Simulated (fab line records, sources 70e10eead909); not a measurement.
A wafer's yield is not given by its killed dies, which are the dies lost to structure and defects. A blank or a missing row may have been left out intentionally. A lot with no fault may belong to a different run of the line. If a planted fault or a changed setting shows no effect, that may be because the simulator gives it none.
The tool behind it: which one? | flow nandHarc | 13 lots, 39 wafers sampled, at 5 steps of a route of 1302

== WHAT THE GAUGES READ, wafer by wafer ==
NHARC_THIN_TSV_CD_MEAS_37. Usual: 5000.1 nm for cdNm, sd 2.5.
lot  | measured     | on       | cdNm (nm)            | flag
L851 | day 23 20:29 | cdSem-03 | 5001.2 4998.5 5003.1 | 
L853 | day 24 03:35 | cdSem-03 | 5007.9 5006.4 4999.5 | 
L852 | day 24 18:59 | cdSem-02 | 5001.7 4999.9 5002.3 | 
L854 | day 25 02:18 | cdSem-01 | 5004.4 5001.8 5000.2 | 
L856 | day 25 12:21 | cdSem-03 | 4994.0 4998.3 4999.5 | 
L858 | day 27 01:31 | cdSem-01 | 4996.0 4999.9 4997.3 | 
L857 | day 27 15:08 | cdSem-03 | 5002.7 4999.2 5000.6 | 
L859 | day 27 19:52 | cdSem-01 | 5001.0 4996.1 5001.8 | 
L861 | day 28 05:56 | cdSem-01 | 5002.6 5000.1 4997.7 | 
L867 | day 30 23:30 | cdSem-01 | 4998.2 4993.5 4996.6 | 
L873 | day 33 09:38 | cdSem-03 | 5001.5 5001.5 4997.3 | 
L874 | day 33 11:04 | cdSem-01 | 4999.4 5001.5 4999.9 | 
L872 | day 33 11:51 | cdSem-03 | 4999.1 5003.6 5002.8 | 

NHARC_END_SORT_01. Usual: defectLimitedYield 91.6 %, standard deviation 2.5; killedAtArray 52, standard deviation 18; killedAtOther 1.2, standard deviation 1.5; killedAtPeriphery 4, standard deviation 3.2; killedDies 57, standard deviation 17; killedOpen 3.1, standard deviation 1.9; killedShort 2.5, standard deviation 1.7; sort_bin_2_pct 3.0 %, standard deviation 1.1; sort_bin_3_pct 0.6 %, standard deviation 0.36; sort_bin_4_pct 4.9 %, standard deviation 1.5; sortNPass 620, standard deviation 17; sortRimYieldPct 91 %, standard deviation 3.8; sortYieldPct 91.6 %, standard deviation 2.5.
lot  | measured     | on        | defectLimitedYield (%) | killedAtArray | killedAtOther | killedAtPeriphery | killedDies | killedOpen | killedShort | sort_bin_2_pct (%) | sort_bin_3_pct (%) | sort_bin_4_pct (%) | sortNPass   | sortRimYieldPct (%) | sortYieldPct (%) | flag
L851 | day 24 02:44 | prober-02 | 92.3 92.6 94.1         | 48 45 34      | 3 5 5         | 1 0 1             | 52 50 40   | 1 2 3      | 8 2 6       | 2.7 2.8 1.9        | 0.6 0.4 0.7        | 4.4 4.1 3.2        | 625 627 637 | 94 91 89            | 92.3 92.6 94.1   | 
L857 | day 27 23:20 | prober-01 | 89.8 88.8 91.3         | 67 71 58      | 0 1 0         | 2 4 1             | 69 76 59   | 1 4 2      | 1 2 1       | 4.3 4.3 3.2        | 1.3 1.0 0.6        | 4.6 5.9 4.9        | 608 601 618 | 90 91 87            | 89.8 88.8 91.3   | 
L867 | day 31 08:42 | prober-02 | 88.9 0 93.2            | 73 51 41      | 0 624 4       | 2 2 1             | 75 677 46  | 5 3 6      | 6 0 3       | 3.5 93.8 2.5       | 1.0 0.4 0.3        | 6.5 5.8 4.0        | 602 0 631   | 93 0 90             | 88.9 0 93.2      | OFF

== WHICH TOOL RAN EACH LOT (tool, then ch and the chambers of the sampled wafers, then the start) ==
lot  | NHARC_THIN_TSV_DEP_43           | NHARC_THIN_TSV_PVD_19                  | NHARC_THIN_TSV_PVD_51
L851 | pecvd-01 ch 0,2, day 23 12:20   | pvdSputter-02, day 23 16:12 or earlier | pvdSputter-02, day 23 16:12
L853 | pecvd-02 ch 0,2, day 23 19:31   | pvdSputter-01, day 23 23:16 or earlier | pvdSputter-01, day 23 23:16
L852 | pecvd-01 ch 1,2, day 24 10:59   | pvdSputter-02, day 24 14:47 or earlier | pvdSputter-02, day 24 14:47
L854 | pecvd-04 ch 0,2, day 24 18:19   | pvdSputter-02, day 24 22:07 or earlier | pvdSputter-02, day 24 22:07
L856 | pecvd-04 ch 0,1, day 25 03:50   | pvdSputter-02, day 25 08:01 or earlier | pvdSputter-02, day 25 08:01
L858 | pecvd-02 ch 0,2, day 26 17:27   | pvdSputter-01, day 26 21:19 or earlier | pvdSputter-01, day 26 21:19
L857 | pecvd-01 ch 0,2, day 27 07:01   | pvdSputter-02, day 27 10:51 or earlier | pvdSputter-02, day 27 10:51
L859 | pecvd-02 ch 0,2, day 27 11:47   | pvdSputter-03, day 27 15:34 or earlier | pvdSputter-03, day 27 15:34
L861 | pecvd-02 ch 0,2, day 27 21:54   | pvdSputter-01, day 28 01:43 or earlier | pvdSputter-01, day 28 01:43
L867 | pecvd-02 ch 0,1,2, day 30 15:17 | pvdSputter-02, day 30 19:10 or earlier | pvdSputter-02, day 30 19:10
L873 | pecvd-01 ch 1,2, day 33 01:25   | pvdSputter-03, day 33 05:20 or earlier | pvdSputter-03, day 33 05:20
L874 | pecvd-04 ch 0,2, day 33 02:36   | pvdSputter-01, day 33 06:35            | pvdSputter-01, day 33 06:52
L872 | pecvd-04 ch 0,1,2, day 33 03:56 | pvdSputter-03, day 33 07:36 or earlier | pvdSputter-03, day 33 07:36
- NHARC_THIN_TSV_DEP_43: deposits SiO2, target thk 1328.5 nm.
- NHARC_THIN_TSV_PVD_19: deposits TaN, target thk 20 nm.
- NHARC_THIN_TSV_PVD_51: deposits Cu, target thk 100 nm.

== AS READ BY THE TOOLS THEMSELVES (means over the sampled wafers that have a number; for cases with no such wafer, the mark the record gives instead) ==
NHARC_THIN_TSV_DEP_43. Usual: 15.9 % for throttleValvePct, sd 0.61.
lot  | tool     | throttleValvePct (%) | flag
L851 | pecvd-01 | 16.1                 | 
L853 | pecvd-02 | 15.5                 | 
L852 | pecvd-01 | 15.5                 | 
L854 | pecvd-04 | 15.8                 | 
L856 | pecvd-04 | 15.6                 | 
L858 | pecvd-02 | 15.1                 | 
L857 | pecvd-01 | 16.2                 | 
L859 | pecvd-02 | 15.5                 | 
L861 | pecvd-02 | 15.6                 | 
L867 | pecvd-02 | 15.9                 | 
L873 | pecvd-01 | 15.6                 | 
L874 | pecvd-04 | 15.5                 | 
L872 | pecvd-04 | 15.8                 | 

NHARC_THIN_TSV_PVD_19. Usual: 29.9 % for throttleValvePct, sd 0.84.
lot  | tool          | throttleValvePct (%) | flag
L851 | pvdSputter-02 | 29.4                 | 
L853 | pvdSputter-01 | 29.9                 | 
L852 | pvdSputter-02 | 30.4                 | 
L854 | pvdSputter-02 | 30.4                 | 
L856 | pvdSputter-02 | 30.4                 | 
L858 | pvdSputter-01 | 30.0                 | 
L857 | pvdSputter-02 | 29.4                 | 
L859 | pvdSputter-03 | 31.0                 | 
L861 | pvdSputter-01 | 29.0                 | 
L867 | pvdSputter-02 | 30.0                 | 
L873 | pvdSputter-03 | 30.6                 | 
L874 | pvdSputter-01 | 29.9                 | 
L872 | pvdSputter-03 | 30.5                 | 

NHARC_THIN_TSV_PVD_51. Usual: 29.9 % for throttleValvePct, sd 0.9.
lot  | tool          | throttleValvePct (%) | flag
L851 | pvdSputter-02 | 29.7                 | 
L853 | pvdSputter-01 | 29.8                 | 
L852 | pvdSputter-02 | 30.4                 | 
L854 | pvdSputter-02 | 29.7                 | 
L856 | pvdSputter-02 | 30.4                 | 
L858 | pvdSputter-01 | 29.1                 | 
L857 | pvdSputter-02 | 29.6                 | 
L859 | pvdSputter-03 | 29.9                 | 
L861 | pvdSputter-01 | 29.7                 | 
L867 | pvdSputter-02 | 29.7                 | 
L873 | pvdSputter-03 | 30.6                 | 
L874 | pvdSputter-01 | 29.6                 | 
L872 | pvdSputter-03 | 30.4                 | 

== THE ANSWER, worked out from the rows above alone ==
Rule: a lot is off if the mean of its wafers that have a number lies more than 3 standard deviations from the usual mean. A lot without any number at a reading at which 4 lots or more have one is off too. All remaining lots with rows at the step are treated as sound. Order of review: gauges by route order, followed by the tools' own readings, for which a lot's mean as printed above is used. At the first step where some lot is off, the reading lying furthest off is the one used; lots without a number count as furthest.
Off, at NHARC_END_SORT_01 on killedAtOther: L867. Neither off nor sound, because the step has no rows for them: L853, L852, L854, L856, L858, L859, L861, L873, L874, L872.
If a tool, at a process step before that reading, ran all the lots that are off and no sound lot after the first of them, it fits. Gauges at NHARC_END_SORT_01: tried the same way as those tools. NHARC_THIN_TSV_PVD_19 gives no start for some lots, so the hours and the order of its lots are those of NHARC_THIN_TSV_PVD_51. Can't be told from this: 3 tools fit, pecvd-02 at NHARC_THIN_TSV_DEP_43, pvdSputter-02 at NHARC_THIN_TSV_PVD_19 and NHARC_THIN_TSV_PVD_51, prober-02 at NHARC_END_SORT_01.

== WHAT THE SIMULATOR HAD PUT IN ==
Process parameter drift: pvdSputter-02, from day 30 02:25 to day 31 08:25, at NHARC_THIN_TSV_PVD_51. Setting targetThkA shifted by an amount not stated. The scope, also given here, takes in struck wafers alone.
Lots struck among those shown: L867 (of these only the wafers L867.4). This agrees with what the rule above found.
